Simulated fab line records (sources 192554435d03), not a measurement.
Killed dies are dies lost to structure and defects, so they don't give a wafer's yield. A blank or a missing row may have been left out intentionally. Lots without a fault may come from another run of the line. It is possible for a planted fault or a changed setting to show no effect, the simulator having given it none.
Split-lot study -- flow n5_finfet -- route with 1938 steps; 7 lots, 39 wafers read

## SPLIT DETAILS
At N5_MIM_TOP_SPUTTER_03 (material TiN, target thk 35 nm, time 89.7 s), the setting target_thk_a was moved away from the recipe's 350 angstrom on 9 of the 39 wafers read, by -25.8% to +60.0%. All remaining wafers had this setting at the recipe value.

The reading is taken at the split's own step.

## THE READING
TiN_of_MIM_TOP_SPUTTER_03.thk_nm (the simulator's own value, which no gauge read), in nm, at N5_MIM_TOP_SPUTTER_03 (material TiN, target thk 35 nm, time 89.7 s). The file gives no usual value for it. Here, 30 wafers ran the recipe; their average is 35.2 nm with a standard deviation of 0.37 nm.

wafer,"tool, chamber at the split","target_thk_a as run, angstrom",against the recipe,"TiN_of_MIM_TOP_SPUTTER_03.thk_nm, nm",against lot-mates on the recipe
L075.1,"pvd_sputter-02, -",350,recipe,34.8,-
L075.2,"pvd_sputter-02, -",350,recipe,34.8,-
L075.3,"pvd_sputter-02, -",350,recipe,34.8,-
L075.5,"pvd_sputter-02, -",350,recipe,34.8,-
L075.4,"pvd_sputter-02, -",350,recipe,35,-
L075.6,"pvd_sputter-02, -",350,recipe,35,-
L077.1,"pvd_sputter-03, -",350,recipe,35.8,-
L077.5,"pvd_sputter-03, -",350,recipe,35.8,-
L077.6,"pvd_sputter-03, -",350,recipe,35.8,-
L077.2,"pvd_sputter-03, -",350,recipe,35.6,-
L077.3,"pvd_sputter-03, -",350,recipe,35.6,-
L077.4,"pvd_sputter-03, -",350,recipe,35.4,-
L078.1,"pvd_sputter-03, -",259.8,-25.8%,26,-8.9
L078.3,"pvd_sputter-03, -",259.8,-25.8%,26,-8.9
L078.2,"pvd_sputter-03, -",350,recipe,35,-
L078.5,"pvd_sputter-03, -",350,recipe,35,-
L078.4,"pvd_sputter-03, -",259.8,-25.8%,26.2,-8.7
L078.6,"pvd_sputter-03, -",350,recipe,34.8,-
L076.1,"pvd_sputter-03, -",560,+60.0%,56,+20.7
L076.2,"pvd_sputter-03, -",350,recipe,35.2,-
L076.5,"pvd_sputter-03, -",350,recipe,35.2,-
L076.3,"pvd_sputter-03, -",560,+60.0%,56.4,+21.1
L076.4,"pvd_sputter-03, -",560,+60.0%,56.4,+21.1
L076.6,"pvd_sputter-03, -",350,recipe,35.6,-
L093.2,"pvd_sputter-03, -",350,recipe,35.4,-
L093.4,"pvd_sputter-03, -",350,recipe,35.6,-
L093.5,"pvd_sputter-03, -",350,recipe,35.6,-
L094.1,"pvd_sputter-02, -",502.1,+43.5%,50,+15.2
L094.2,"pvd_sputter-02, -",502.1,+43.5%,50.4,+15.6
L094.4,"pvd_sputter-02, -",502.1,+43.5%,50.4,+15.6
L094.3,"pvd_sputter-02, -",350,recipe,34.8,-
L094.5,"pvd_sputter-02, -",350,recipe,35,-
L094.6,"pvd_sputter-02, -",350,recipe,34.6,-
L097.1,"pvd_sputter-02, -",350,recipe,35,-
L097.3,"pvd_sputter-02, -",350,recipe,35,-
L097.6,"pvd_sputter-02, -",350,recipe,35,-
L097.2,"pvd_sputter-02, -",350,recipe,34.8,-
L097.4,"pvd_sputter-02, -",350,recipe,35.2,-
L097.5,"pvd_sputter-02, -",350,recipe,34.6,-

THE FIT
A straight line over all 39 wafers: TiN_of_MIM_TOP_SPUTTER_03.thk_nm changes by +0.351 nm for each +1% of target_thk_a; r = +1.00; the points scatter about the line by 0.34 nm.
The same after taking each lot's own level away (the mean of its wafers on the recipe; 39 wafers): +0.35 nm for each +1%; r = +1.00; scatter 0.18 nm.
On that fit, the largest move of target_thk_a shifts the reading by 21 nm.
From 34.80 to 35.67 nm: that is the span of the lots' own levels, equal to 2.4 times the standard deviation above.
Hence the lot-to-lot level has little effect on the slope; both slopes agree.
Check: with one of the wafers moved furthest among these (+60.0%) left out of the fit, the line predicts +21.1 nm for it against its lot-mates. Against them it came out at +20.7 nm.

## OTHER SPLITS APPLIED TO THESE WAFERS
Before the reading, these wafers also passed through other splits. Each is held against what the fit with the lots' levels taken away leaves over:
other split on the same wafers,wafers away from the commonest value,r with TiN_of_MIM_TOP_SPUTTER_03.thk_nm (lot level and that fit taken away)
N5_BEOL_M11_TRENCH_ETCH_37 target_depth_a,15,+0.12
N5_BEOL_M15_TRENCH_ETCH_34 time_s,15,+0.25

## THE FILE'S OWN FIT
TiN_of_MIM_TOP_SPUTTER_03.thk_nm changes by +0.351 nm for each +1% of target_thk_a, r = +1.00.
